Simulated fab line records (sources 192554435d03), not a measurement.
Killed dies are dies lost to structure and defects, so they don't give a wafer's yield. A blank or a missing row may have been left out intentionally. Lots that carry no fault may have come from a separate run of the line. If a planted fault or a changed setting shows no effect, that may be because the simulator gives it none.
Chamber matching | flow n5Finfet | N5_BEOL_M14_ETCH_67 on rieDiel-05: 3 sister chambers
The step etches SiARC in CF4, target depth 143 nm, time 238.3 s. 6 wafers are shown with their chamber, then 9 later ones without.

WAFERS, EACH WITH ITS CHAMBER
wafer  | chamber | drypumpMotorCurrentA (A) | throttleValvePct (%)
L085.1 | 2       | 5.1                      | 15.81
L085.2 | 0       | 5.1                      | 15.21
L085.4 | 0       | 5.1                      | 15.22
L085.5 | 2       | 5.2                      | 15.82
L085.6 | 1       | 6.0                      | 15.30
L087.2 | 1       | 6.0                      | 15.31

WAFERS MISSING THEIR CHAMBER
wafer  | drypumpMotorCurrentA (A) | throttleValvePct (%)
L087.3 | 5.1                      | 15.22
L087.6 | 6.0                      | 15.32
L086.3 | 6.0                      | 15.33
L086.5 | 5.2                      | 15.83
L091.1 | 5.9                      | 15.34
L091.4 | 5.1                      | 15.84
L091.6 | 5.1                      | 15.84
L096.2 | 5.0                      | 15.26
L096.3 | 6.0                      | 15.37

WHICH CHAMBER EACH ONE RAN IN
wafer  | from the rows above | in truth
L087.3 | 0                   | 0
L087.6 | 1                   | 1
L086.3 | 1                   | 1
L086.5 | 2                   | 2
L091.1 | 1                   | 1
L091.4 | 2                   | 2
L091.6 | 2                   | 2
L096.2 | 0                   | 0
L096.3 | 1                   | 1
Correctly placed: 9 of 9. Not placeable from these rows: 0. Number placed wrongly: 0.
How it was worked out, from the rows above alone: a wafer's distance from a chamber is the root of the sum, over the readings, of the square of ((its reading less the chamber's mean) divided by the reading's scatter). If the next closest chamber is less than 2 further off than the closest, the wafer can't be placed; otherwise it belongs to the closest. Each chamber's mean is taken over the wafers shown for it. How the scatter is found: for the shown wafers, subtract from each reading the mean of its chamber, square and add these, divide the total by (wafers less chambers), then take the root.
